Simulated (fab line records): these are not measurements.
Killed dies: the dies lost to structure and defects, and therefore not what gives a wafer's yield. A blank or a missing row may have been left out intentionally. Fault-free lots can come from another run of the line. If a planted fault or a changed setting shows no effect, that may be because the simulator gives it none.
fab line records	flow nand_harc
record lots=24	wafers=72	last_day=25
route steps=1159 shown A_CONTACT@950 A_BLC@976 A_M0@1005
lots untouched by any fault: they come from a run of this same line in which no faults occurred
start_h: start of the lot's first displayed wafer, in hours after the record's first day	wait_h: hours elapsed since this lot's preceding step	" identical to the entry in the row above	L1.1+2: a row that stands for several wafers	- no value, or no start given	* or withheld: withheld	< > ~ a bound
route shown NAME@n: a module of which the file shows steps, and the number in the route of the first	usual: the fault-free wafers' mean and standard deviation	same: alike in all rows	chamber/n: place in a boat	sites: the reading at each site	_std_site: standard deviation across them	_edge_site: inner sites' mean taken away from outer sites' mean	radius_mm: for every site, how far away it sits from the centre of the wafer	mask NAME#n: copy n	behind: the tool/chamber that last shaped the wafer	hold: reason for holding the lot/hours on hold/outcome of the hold	device: which transistor (n, p or np) failed to switch	end of line: the tests these same wafers got at the end of their route	a step without rows: its recipe alone	killed: at the first sort, the dies lost to defects and structure; wafer yield is something else	map: per-die view of a wafer (x killed, . not killed, _ where there is no die)
set.NAME: the setting the step ran with; set.NAME@STEP: the setting that earlier step ran with	model.NAME: the simulator's own value behind a step, which no gauge read
the route's steps for a sample of lots (tables are steps, rows are wafers)
services: the hour from which a tool's chamber was out of use, counted from the record's first day as start_h (under 0 if before that day), plus the number of hours and why
## steps
# step NHARC_A_CONTACT_ETCH_98
# recipe target_depth_a=200	over_etch_frac=0.5	time_s=10	ion_energy_ev=250	c4f6_flow_sccm=25	o2_flow_sccm=20	ar_flow_sccm=500	rf_w=600	bias_w=500	chemistry=C4F6/O2
# usual drypump_motor_current_A=5.9/0.59	oes_product_au=0.963/0.028	rf_vpp_V=547/3.6	showerhead_plenum_p_Torr=3.92/0.18	throttle_valve_pct=26.903/0.0088
lot.wafer	tool	chamber	start_h	wait_h	drypump_motor_current_A	oes_product_au	rf_hours_counter_h	rf_vpp_V	showerhead_plenum_p_Torr	throttle_valve_pct
L074.3	rie_diel-13	0	-	-	5.5	0.971	44	551	4.16	26.908
L074.2	"	1	"	"	5.3	0.995	39	550	4.06	26.900
L074.5	"	3	"	"	6.3	0.978	-	548	4.05	26.902
L077.2	rie_diel-11	3	-	-	6.3	0.982	4	546	3.83	26.894
L077.3	"	0	"	"	6.0	0.931	4	552	4.13	26.913
L077.6	"	2	"	"	4.8	0.939	-	544	3.81	26.914
L075.3	rie_diel-11	1	-	-	6.6	0.963	4	548	3.94	26.898
L075.4	"	2	"	"	4.8	0.927	4	544	3.81	26.887
L075.2	"	3	"	"	6.3	0.969	5	545	3.83	26.893
L076.3	rie_diel-11	0	-	-	5.9	0.944	5	550	4.13	26.887
L076.1	"	3	"	"	6.3	0.968	6	545	3.83	26.888
L076.6	"	1	"	"	6.7	0.932	-	547	3.94	26.912
L078.3	rie_diel-11	2	-	-	4.8	0.904	5	545	3.81	26.908
L078.1	"	3	"	"	6.3	0.952	6	544	3.83	26.890
L078.5	"	3	"	"	6.3	0.950	-	544	3.83	26.903
L079.1	rie_diel-12	1	427.07	0.1	6.1	0.965	14	543	3.78	26.913
L079.6	"	3	"	"	6.0	0.950	-	543	3.67	26.894
L079.5	"	2	"	"	6.2	0.953	-	541	3.67	26.904
L084.3	rie_diel-11	2	-	-	4.8	0.937	11	544	3.80	26.900
L084.4	"	3	"	"	6.3	0.962	11	545	3.83	26.905
L084.6	"	1	"	"	6.6	0.962	-	547	3.94	26.902
L080.4	rie_diel-12	2	-	-	6.2	0.978	16	542	3.67	26.898
L080.5	"	3	"	"	6.0	0.965	-	542	3.67	26.894
L080.6	"	0	"	"	5.2	0.985	-	551	4.18	26.917
L082.4	rie_diel-12	0	-	-	5.2	0.964	17	552	4.18	26.899
L082.1	"	2	"	"	6.2	0.960	16	542	3.66	26.897
L082.5	"	0	"	"	5.2	0.976	-	551	4.18	26.906
L083.1	rie_diel-13	2	-	-	6.5	1.003	60	541	3.64	26.910
L083.2	"	3	"	"	6.3	0.989	65	549	4.04	26.903
L083.6	"	0	"	"	5.5	0.996	-	552	4.15	26.905
L081.3	rie_diel-12	0	-	-	5.2	1.010	19	553	4.18	26.910
L081.4	"	2	"	"	6.2	1.006	18	542	3.66	26.896
L081.6	"	0	"	"	5.2	1.013	-	551	4.18	26.908
L085.3	rie_diel-11	2	-	-	4.8	0.927	16	545	3.80	26.906
L085.2	"	0	"	"	6.0	0.946	16	551	4.13	26.888
L085.6	"	1	"	"	6.6	0.957	-	547	3.94	26.897
L086.2	rie_diel-11	0	-	-	5.9	0.948	16	551	4.13	26.918
L086.3	"	3	"	"	6.3	0.986	16	545	3.83	26.892
L086.5	"	0	"	"	5.9	0.937	-	551	4.13	26.907
L087.4	rie_diel-12	0	-	-	5.2	0.948	25	551	4.17	26.897
L087.5	"	3	"	"	6.0	0.934	-	542	3.66	26.899
L087.6	"	0	"	"	5.2	0.948	-	551	4.17	26.901
L088.2	rie_diel-11	0	-	-	5.9	0.978	19	551	4.12	26.913
L088.4	"	3	"	"	6.3	0.999	18	545	3.83	26.905
L088.5	"	1	"	"	6.6	0.985	-	547	3.94	26.904
L089.3	rie_diel-11	1	-	-	6.6	0.940	23	546	3.93	26.916
L089.1	"	2	"	"	4.8	0.929	22	544	3.80	26.912
L089.4	"	3	"	"	6.4	0.957	21	545	3.82	26.900
L091.4	rie_diel-13	2	-	-	6.5	0.947	10	552	4.22	26.912
L091.6	"	1	"	"	5.3	0.934	-	548	4.03	26.909
L091.5	"	2	"	"	6.5	0.958	-	553	4.22	26.913
L090.3	rie_diel-12	0	-	-	5.1	0.954	38	550	4.16	26.902
L090.6	"	1	"	"	6.1	0.948	-	544	3.76	26.892
L090.5	"	2	"	"	6.2	0.955	-	541	3.65	26.905
L092.3	rie_diel-11	3	-	-	6.3	0.969	23	544	3.82	26.895
L092.4	"	1	"	"	6.6	0.935	25	548	3.93	26.914
L092.6	"	2	"	"	4.8	0.933	-	543	3.80	26.898
L093.1	rie_diel-11	0	-	-	5.9	0.938	25	551	4.12	26.905
L093.3	"	2	"	"	4.8	0.948	24	544	3.80	26.895
L093.4	"	3	"	"	6.3	0.988	24	544	3.82	26.899
L094.4	rie_diel-11	0	-	-	5.9	0.977	25	550	4.12	26.900
L094.5	"	1	"	"	6.6	0.993	-	546	3.93	26.888
L094.6	"	2	"	"	4.8	0.977	-	544	3.80	26.903
L095.1	rie_diel-13	1	-	-	5.3	1.006	23	550	4.03	26.911
L095.5	"	2	"	"	6.5	1.018	-	553	4.21	26.896
L095.6	"	3	"	"	6.3	1.010	-	549	4.02	26.902
L097.1	rie_diel-13	0	-	-	5.5	1.023	24	551	4.13	26.921
L097.3	"	1	"	"	5.3	1.001	23	549	4.02	26.898
L097.6	"	2	"	"	6.4	1.024	-	552	4.21	26.896
L096.2	rie_diel-12	1	-	-	6.1	0.957	53	543	3.75	26.894
L096.1	"	2	"	"	6.2	0.945	53	542	3.64	26.913
L096.4	"	0	"	"	5.1	0.949	46	551	4.16	26.925
# step NHARC_A_CONTACT_ETCH_110
# recipe target_depth_a=500	overetch_a=50	time_s=27.5	ion_energy_ev=100	cf4_flow_sccm=80	o2_flow_sccm=20	ar_flow_sccm=0	rf_w=300	bias_w=100	chemistry=CF4/O2
# usual drypump_motor_current_A=5.9/0.62	oes_product_au=0.998/0.017	rf_vpp_V=197.6/1.4	showerhead_plenum_p_Torr=1.33/0.064	throttle_valve_pct=13.397/0.0085
lot.wafer	tool	chamber	start_h	wait_h	drypump_motor_current_A	oes_product_au	rf_hours_counter_h	rf_vpp_V	showerhead_plenum_p_Torr	throttle_valve_pct
L074.2	rie_diel-11	1	388.41	0.1	6.6	0.990	3	197.8	1.34	13.407
L074.3	"	3	"	"	6.3	1.011	4	196.5	1.30	13.405
L074.5	"	1	"	"	6.6	0.993	-	198.1	1.34	13.406
L077.3	rie_diel-11	3	389.08	0.0	6.3	1.017	4	195.8	1.30	13.391
L077.2	"	0	"	"	5.9	0.992	4	199.6	1.41	13.383
L077.6	"	3	"	"	6.3	1.005	-	197.5	1.30	13.393
L075.3	rie_diel-11	2	392.49	0.1	4.8	0.982	5	197.1	1.29	13.397
L075.2	"	3	"	"	6.3	1.013	5	196.1	1.30	13.394
L075.4	"	1	"	"	6.6	0.997	4	198.2	1.34	13.386
L076.1	rie_diel-11	3	397.49	0.1	6.3	1.011	6	196.8	1.30	13.386
L076.3	"	0	"	"	5.9	0.977	5	199.9	1.41	13.398
L076.6	"	3	"	"	6.3	1.006	-	196.8	1.30	13.395
L078.1	rie_diel-13	0	401.16	0.1	5.5	1.005	48	198.9	1.42	13.407
L078.3	"	3	"	"	6.3	1.009	48	198.3	1.38	13.397
L078.5	"	0	"	"	5.5	1.009	-	198.9	1.42	13.396
L079.1	rie_diel-11	1	427.44	0.1	6.6	0.997	10	196.9	1.34	13.388
L079.5	"	1	"	"	6.6	1.000	-	198.4	1.34	13.404
L079.6	"	2	"	"	4.8	0.965	-	196.7	1.29	13.407
L084.4	rie_diel-12	0	432.41	0.1	5.1	1.004	15	200.4	1.43	13.394
L084.3	"	1	"	"	6.0	1.001	16	195.9	1.28	13.389
L084.6	"	1	"	"	6.0	1.015	-	196.9	1.28	13.401
L080.4	rie_diel-13	2	441.87	0.1	6.4	1.015	59	195.8	1.23	13.398
L080.6	"	2	"	"	6.4	1.018	-	195.7	1.23	13.382
L080.5	"	3	"	"	6.3	1.010	-	199.0	1.38	13.399
L082.1	rie_diel-13	1	443.23	0.1	5.3	1.010	61	196.8	1.38	13.395
L082.4	"	2	"	"	6.4	1.023	60	196.7	1.23	13.403
L082.5	"	0	"	"	5.5	1.008	-	198.2	1.42	13.404
L083.1	rie_diel-11	1	445.10	0.1	6.6	0.988	14	198.9	1.34	13.402
L083.2	"	2	"	"	4.8	0.958	14	197.2	1.29	13.410
L083.6	"	1	"	"	6.6	0.992	-	198.0	1.34	13.367
L081.4	rie_diel-13	3	446.41	0.1	6.3	1.021	65	198.3	1.38	13.406
L081.3	"	0	"	"	5.5	1.026	67	199.5	1.42	13.387
L081.6	"	1	"	"	5.3	1.017	-	198.4	1.38	13.389
L085.3	rie_diel-12	2	454.89	0.1	6.2	1.003	24	195.3	1.24	13.388
L085.2	"	0	"	"	5.1	1.010	24	198.7	1.43	13.409
L085.6	"	2	"	"	6.2	1.007	-	195.5	1.24	13.390
L086.3	rie_diel-11	3	455.20	0.1	6.3	1.017	16	197.4	1.30	13.392
L086.2	"	1	"	"	6.6	0.991	17	198.7	1.34	13.394
L086.5	"	2	"	"	4.8	0.968	-	197.3	1.29	13.391
L087.4	rie_diel-11	1	458.19	0.1	6.6	0.993	17	198.0	1.34	13.412
L087.5	"	1	"	"	6.6	0.996	-	198.1	1.34	13.392
L087.6	"	2	"	"	4.8	0.973	-	197.0	1.29	13.383
L088.2	rie_diel-12	3	467.78	0.1	6.0	1.003	30	195.6	1.24	13.395
L088.4	"	0	"	"	5.1	1.028	29	200.8	1.42	13.400
L088.5	"	2	"	"	6.2	0.999	-	195.6	1.24	13.389
L089.4	rie_diel-11	2	485.07	0.1	4.8	0.979	22	197.1	1.29	13.388
L089.3	"	3	"	"	6.3	1.015	21	197.1	1.30	13.404
L089.1	"	0	"	"	5.9	0.987	23	200.5	1.41	13.394
L091.4	rie_diel-12	2	487.31	0.1	6.2	1.003	35	197.9	1.24	13.418
L091.5	"	0	"	"	5.2	1.017	-	199.6	1.42	13.393
L091.6	"	1	"	"	6.0	1.003	-	196.8	1.28	13.405
L090.3	rie_diel-11	1	489.64	0.1	6.6	0.998	25	196.4	1.34	13.410
L090.5	"	3	"	"	6.3	1.019	-	196.7	1.30	13.402
L090.6	"	0	"	"	5.9	0.982	-	198.1	1.41	13.409
L092.4	rie_diel-11	1	491.47	0.1	6.6	0.997	25	198.1	1.34	13.394
L092.3	"	3	"	"	6.4	1.023	23	197.7	1.30	13.389
L092.6	"	1	"	"	6.6	0.994	-	196.0	1.34	13.394
L093.1	rie_diel-11	0	495.09	0.1	5.9	0.980	25	198.4	1.41	13.408
L093.3	"	1	"	"	6.6	0.982	26	198.5	1.34	13.396
L093.4	"	3	"	"	6.3	1.017	24	195.7	1.30	13.393
L094.4	rie_diel-11	3	496.70	0.1	6.3	1.013	24	196.8	1.30	13.385
L094.6	"	1	"	"	6.6	0.997	-	196.7	1.34	13.406
L094.5	"	2	"	"	4.8	0.978	-	197.0	1.29	13.398
L095.1	rie_diel-12	2	526.99	0.1	6.2	0.986	53	193.8	1.23	13.374
L095.6	"	2	"	"	6.2	0.987	-	197.0	1.23	13.393
L095.5	"	3	"	"	6.0	0.976	-	195.5	1.23	13.397
L097.1	rie_diel-12	0	527.22	0.2	5.1	1.014	46	198.3	1.42	13.403
L097.3	"	1	"	"	6.0	1.006	53	197.6	1.27	13.400
L097.6	"	3	"	"	6.0	0.987	-	194.3	1.23	13.403
L096.2	rie_diel-13	2	528.68	0.1	6.4	1.015	25	200.6	1.44	13.410
L096.4	"	3	"	"	6.3	1.006	26	197.5	1.37	13.395
L096.1	"	0	"	"	5.4	1.026	25	197.8	1.41	13.391
# step NHARC_A_BLC_INSPECT_12
# usual raw_defect_count=29/12
lot.wafer	tool	chamber	start_h	wait_h	raw_defect_count
L074.2	defect_inspect-02	-	395.32	0.0	27
L074.3	"	-	"	"	26
L074.5	"	-	"	"	27
L077.2	defect_inspect-02	-	396.49	0.0	13
L077.3	"	-	"	"	19
L077.6	"	-	"	"	19
L075.2	defect_inspect-01	-	397.87	0.0	19
L075.3	"	-	"	"	24
L075.4	"	-	"	"	24
L076.1	defect_inspect-01	-	400.27	0.0	26
L076.3	"	-	"	"	32
L076.6	"	-	"	"	27
L078.1	defect_inspect-02	-	403.95	0.0	31
L078.3	"	-	"	"	21
L078.5	"	-	"	"	26
L079.1	defect_inspect-01	-	431.56	0.0	34
L079.5	"	-	"	"	39
L079.6	"	-	"	"	36
L084.3	defect_inspect-01	-	436.55	0.1	30
L084.4	"	-	"	"	31
L084.6	"	-	"	"	34
L080.4	defect_inspect-01	-	444.65	0.0	11
L080.5	"	-	"	"	14
L080.6	"	-	"	"	6
L082.1	defect_inspect-02	-	447.65	0.0	33
L082.4	"	-	"	"	40
L082.5	"	-	"	"	37
L083.1	defect_inspect-01	-	448.59	0.0	22
L083.2	"	-	"	"	26
L083.6	"	-	"	"	27
L081.3	defect_inspect-02	-	449.71	0.0	14
L081.4	"	-	"	"	13
L081.6	"	-	"	"	10
L085.2	defect_inspect-01	-	458.00	0.0	13
L085.3	"	-	"	"	15
L085.6	"	-	"	"	16
L086.2	defect_inspect-02	-	458.17	0.1	30
L086.3	"	-	"	"	15
L086.5	"	-	"	"	24
L087.4	defect_inspect-01	-	463.77	0.0	42
L087.5	"	-	"	"	42
L087.6	"	-	"	"	33
L088.2	defect_inspect-01	-	470.65	0.0	24
L088.4	"	-	"	"	40
L088.5	"	-	"	"	30
L089.1	defect_inspect-01	-	490.39	0.0	50
L089.3	"	-	"	"	54
L089.4	"	-	"	"	46
L091.4	defect_inspect-01	-	491.27	0.0	13
L091.5	"	-	"	"	19
L091.6	"	-	"	"	10
L090.3	defect_inspect-01	-	492.41	0.0	60
L090.5	"	-	"	"	46
L090.6	"	-	"	"	51
L092.3	defect_inspect-02	-	497.02	0.0	12
L092.4	"	-	"	"	14
L092.6	"	-	"	"	19
L093.1	defect_inspect-01	-	502.14	0.0	43
L093.3	"	-	"	"	41
L093.4	"	-	"	"	35
L094.4	defect_inspect-01	-	503.43	0.0	43
L094.5	"	-	"	"	32
L094.6	"	-	"	"	38
L095.1	defect_inspect-01	-	529.81	0.0	14
L095.5	"	-	"	"	21
L095.6	"	-	"	"	19
L097.1	defect_inspect-01	-	530.47	0.0	37
L097.3	"	-	"	"	35
L097.6	"	-	"	"	44
L096.1	defect_inspect-01	-	531.44	0.0	41
L096.2	"	-	"	"	53
L096.4	"	-	"	"	47
# step NHARC_A_BLC_INSPECT_28
# usual raw_defect_count=477/160
lot.wafer	tool	chamber	start_h	wait_h	raw_defect_count
L074.2	defect_inspect-01	-	398.52	0.1	427
L074.3	"	-	"	"	934
L074.5	"	-	"	"	602
L077.2	defect_inspect-02	-	400.03	0.1	313
L077.3	"	-	"	"	379
L077.6	"	-	"	"	304
L075.2	defect_inspect-02	-	401.01	0.1	520
L075.3	"	-	"	"	256
L075.4	"	-	"	"	314
L076.1	defect_inspect-01	-	403.67	0.1	471
L076.3	"	-	"	"	571
L076.6	"	-	"	"	834
L078.1	defect_inspect-01	-	409.30	0.1	779
L078.3	"	-	"	"	483
L078.5	"	-	"	"	611
L079.1	defect_inspect-02	-	436.28	0.1	376
L079.5	"	-	"	"	451
L079.6	"	-	"	"	645
L084.3	defect_inspect-02	-	441.75	0.1	297
L084.4	"	-	"	"	364
L084.6	"	-	"	"	436
L080.4	defect_inspect-02	-	448.34	0.1	630
L080.5	"	-	"	"	634
L080.6	"	-	"	"	854
L082.1	defect_inspect-02	-	450.68	0.1	566
L082.4	"	-	"	"	380
L082.5	"	-	"	"	433
L083.1	defect_inspect-02	-	451.64	0.1	521
L083.2	"	-	"	"	366
L083.6	"	-	"	"	534
L081.3	defect_inspect-02	-	456.56	0.1	434
L081.4	"	-	"	"	349
L081.6	"	-	"	"	465
L085.2	defect_inspect-01	-	463.01	0.1	327
L085.3	"	-	"	"	340
L085.6	"	-	"	"	351
L086.2	defect_inspect-02	-	463.45	0.1	432
L086.3	"	-	"	"	444
L086.5	"	-	"	"	536
L087.4	defect_inspect-02	-	467.01	0.1	372
L087.5	"	-	"	"	359
L087.6	"	-	"	"	430
L088.2	defect_inspect-02	-	473.90	0.1	268
L088.4	"	-	"	"	596
L088.5	"	-	"	"	337
L089.1	defect_inspect-01	-	496.79	0.1	429
L089.3	"	-	"	"	354
L089.4	"	-	"	"	415
L091.4	defect_inspect-01	-	498.33	0.1	461
L091.5	"	-	"	"	656
L091.6	"	-	"	"	584
L090.3	defect_inspect-01	-	498.73	0.1	337
L090.5	"	-	"	"	352
L090.6	"	-	"	"	450
L092.3	defect_inspect-02	-	507.57	0.1	455
L092.4	"	-	"	"	429
L092.6	"	-	"	"	444
L093.1	defect_inspect-01	-	510.51	0.1	459
L093.3	"	-	"	"	432
L093.4	"	-	"	"	406
L094.4	defect_inspect-02	-	510.96	0.1	448
L094.5	"	-	"	"	386
L094.6	"	-	"	"	539
L097.1	defect_inspect-01	-	539.63	0.1	454
L097.3	"	-	"	"	640
L097.6	"	-	"	"	510
L095.1	defect_inspect-02	-	539.63	0.1	442
L095.5	"	-	"	"	269
L095.6	"	-	"	"	349
L096.1	defect_inspect-01	-	543.43	0.1	650
L096.2	"	-	"	"	920
L096.4	"	-	"	"	1022
# step NHARC_A_M0_OVL_MEAS_10
# recipe pitch_nm=160
# usual overlay_x_nm=-0.3/0.71	overlay_y_nm=0.0/0.72
lot.wafer	tool	chamber	start_h	wait_h	overlay_x_nm	overlay_y_nm
L074.2	overlay-01	-	399.39	-	-0.5	0.5
L074.3	"	-	"	"	0.2	0.1
L074.5	"	-	"	"	0.1	0.2
L077.2	overlay-01	-	400.89	-	-0.7	-0.4
L077.3	"	-	"	"	-1.3	0.0
L077.6	"	-	"	"	-0.5	-0.3
L075.2	overlay-02	-	401.88	-	0.6	0.4
L075.3	"	-	"	"	-0.2	0.5
L075.4	"	-	"	"	0.5	0.6
L076.1	overlay-02	-	404.69	-	-0.7	0.1
L076.3	"	-	"	"	-0.9	0.0
L076.6	"	-	"	"	-1.0	0.3
L078.1	overlay-02	-	410.30	-	-1.1	-0.4
L078.3	"	-	"	"	-0.8	-0.4
L078.5	"	-	"	"	-0.6	-0.8
L079.1	overlay-01	-	437.14	-	0.8	0.1
L079.5	"	-	"	"	-0.2	0.5
L079.6	"	-	"	"	-0.2	0.3
L084.3	overlay-02	-	442.75	-	-0.1	0.6
L084.4	"	-	"	"	0.0	0.6
L084.6	"	-	"	"	-0.3	0.7
L080.4	overlay-02	-	449.21	-	-0.2	-0.2
L080.5	"	-	"	"	0.5	-0.7
L080.6	"	-	"	"	-0.2	-0.6
L082.1	overlay-02	-	451.69	-	-0.3	-0.4
L082.4	"	-	"	"	-0.6	-0.4
L082.5	"	-	"	"	-0.5	0.1
L083.1	overlay-01	-	452.63	-	-1.7	-0.3
L083.2	"	-	"	"	-1.9	0.1
L083.6	"	-	"	"	-1.7	0.0
L081.3	overlay-02	-	457.55	-	-1.5	-0.4
L081.4	"	-	"	"	-1.2	-0.7
L081.6	"	-	"	"	-0.7	-0.9
L085.2	overlay-02	-	464.02	-	1.5	0.5
L085.3	"	-	"	"	1.1	1.0
L085.6	"	-	"	"	0.8	0.9
L086.2	overlay-02	-	464.57	-	-0.1	1.2
L086.3	"	-	"	"	-0.2	0.7
L086.5	"	-	"	"	0.0	-0.2
L087.4	overlay-02	-	467.88	-	0.2	1.2
L087.5	"	-	"	"	-0.3	0.8
L087.6	"	-	"	"	-0.4	1.3
L088.2	overlay-02	-	474.85	-	-1.1	-0.7
L088.4	"	-	"	"	-0.7	-0.5
L088.5	"	-	"	"	-1.4	-0.6
L089.1	overlay-02	-	497.77	-	1.1	-0.9
L089.3	"	-	"	"	1.2	-0.9
L089.4	"	-	"	"	0.7	-1.2
L091.4	overlay-01	-	499.32	-	-0.2	1.0
L091.5	"	-	"	"	-0.1	1.2
L091.6	"	-	"	"	-0.2	0.8
L090.3	overlay-02	-	499.60	-	-0.8	0.8
L090.5	"	-	"	"	-0.4	0.9
L090.6	"	-	"	"	-1.0	0.8
L092.3	overlay-01	-	509.05	-	-0.8	-0.9
L092.4	"	-	"	"	-0.6	-0.6
L092.6	"	-	"	"	-0.9	-0.9
L093.1	overlay-01	-	511.37	-	0.5	-1.0
L093.3	"	-	"	"	0.4	-0.9
L093.4	"	-	"	"	0.6	-1.2
L094.4	overlay-02	-	512.36	-	-1.5	-1.3
L094.5	"	-	"	"	-0.8	-0.9
L094.6	"	-	"	"	-0.4	-1.3
L097.1	overlay-01	-	540.49	-	-0.2	-0.4
L097.3	"	-	"	"	-0.3	-0.6
L097.6	"	-	"	"	-1.0	-0.8
L095.1	overlay-01	-	540.65	-	0.6	-0.2
L095.5	"	-	"	"	0.5	0.0
L095.6	"	-	"	"	0.6	0.7
L096.1	overlay-02	-	544.30	-	-1.0	0.7
L096.2	"	-	"	"	-0.6	0.5
L096.4	"	-	"	"	-0.4	0.9
# step NHARC_A_M0_INSPECT_11
# usual raw_defect_count=29/13
lot.wafer	tool	chamber	start_h	wait_h	raw_defect_count
L074.2	defect_inspect-02	-	399.43	0.0	26
L074.3	"	-	"	"	27
L074.5	"	-	"	"	31
L077.2	defect_inspect-01	-	400.93	0.0	13
L077.3	"	-	"	"	16
L077.6	"	-	"	"	12
L075.2	defect_inspect-01	-	401.92	0.0	22
L075.3	"	-	"	"	23
L075.4	"	-	"	"	23
L076.1	defect_inspect-01	-	404.72	0.0	26
L076.3	"	-	"	"	34
L076.6	"	-	"	"	26
L078.1	defect_inspect-02	-	410.34	0.0	29
L078.3	"	-	"	"	16
L078.5	"	-	"	"	33
L079.1	defect_inspect-01	-	437.18	0.0	36
L079.5	"	-	"	"	42
L079.6	"	-	"	"	30
L084.3	defect_inspect-02	-	442.78	0.0	28
L084.4	"	-	"	"	35
L084.6	"	-	"	"	36
L080.4	defect_inspect-02	-	449.25	0.0	12
L080.5	"	-	"	"	14
L080.6	"	-	"	"	7
L082.1	defect_inspect-01	-	451.73	0.0	34
L082.4	"	-	"	"	43
L082.5	"	-	"	"	36
L083.1	defect_inspect-01	-	452.66	0.0	23
L083.2	"	-	"	"	31
L083.6	"	-	"	"	28
L081.3	defect_inspect-02	-	457.59	0.0	16
L081.4	"	-	"	"	9
L081.6	"	-	"	"	10
L085.2	defect_inspect-02	-	464.06	0.0	12
L085.3	"	-	"	"	14
L085.6	"	-	"	"	12
L086.2	defect_inspect-02	-	464.61	0.0	29
L086.3	"	-	"	"	16
L086.5	"	-	"	"	24
L087.4	defect_inspect-02	-	467.92	0.0	42
L087.5	"	-	"	"	45
L087.6	"	-	"	"	34
L088.2	defect_inspect-02	-	474.88	0.0	32
L088.4	"	-	"	"	40
L088.5	"	-	"	"	31
L089.1	defect_inspect-01	-	497.81	0.0	50
L089.3	"	-	"	"	54
L089.4	"	-	"	"	43
L091.4	defect_inspect-01	-	499.35	0.0	15
L091.5	"	-	"	"	20
L091.6	"	-	"	"	12
L090.3	defect_inspect-01	-	499.63	0.0	61
L090.5	"	-	"	"	46
L090.6	"	-	"	"	51
L092.3	defect_inspect-01	-	509.10	0.1	13
L092.4	"	-	"	"	16
L092.6	"	-	"	"	20
L093.1	defect_inspect-02	-	511.41	0.0	50
L093.3	"	-	"	"	49
L093.4	"	-	"	"	44
L094.4	defect_inspect-01	-	512.40	0.0	41
L094.5	"	-	"	"	33
L094.6	"	-	"	"	37
L097.1	defect_inspect-01	-	540.53	0.0	39
L097.3	"	-	"	"	37
L097.6	"	-	"	"	47
L095.1	defect_inspect-01	-	540.68	0.0	19
L095.5	"	-	"	"	22
L095.6	"	-	"	"	19
L096.1	defect_inspect-01	-	544.34	0.0	44
L096.2	"	-	"	"	48
L096.4	"	-	"	"	52
## services
tool	chamber	start_h	hours	kind
rie_diel-11	-	366.64	9.0	pm
rie_diel-11	0	366.64	9.0	vent_cycle
rie_diel-11	1	366.64	9.0	vent_cycle
rie_diel-11	2	366.64	9.0	vent_cycle
rie_diel-11	3	366.64	9.0	vent_cycle
rie_diel-11	0	375.64	-	clean
rie_diel-11	1	375.64	-	clean
rie_diel-11	2	375.64	-	clean
rie_diel-11	3	375.64	-	clean
rie_diel-12	-	379.58	9.0	pm
rie_diel-11	0	400.14	-	clean
rie_diel-11	1	400.14	-	clean
rie_diel-11	2	400.14	-	clean
rie_diel-11	3	400.14	-	clean
rie_diel-12	0	424.00	7.0	repair
rie_diel-11	0	424.78	-	clean
rie_diel-11	1	424.78	-	clean
rie_diel-11	2	424.78	-	clean
rie_diel-11	3	424.78	-	clean
rie_diel-11	-	432.78	0.4	repair
rie_diel-12	1	447.06	3.3	repair
rie_diel-11	0	449.28	-	clean
rie_diel-13	-	453.00	9.0	pm
rie_diel-12	0	491.23	22.6	repair
## key
fault none
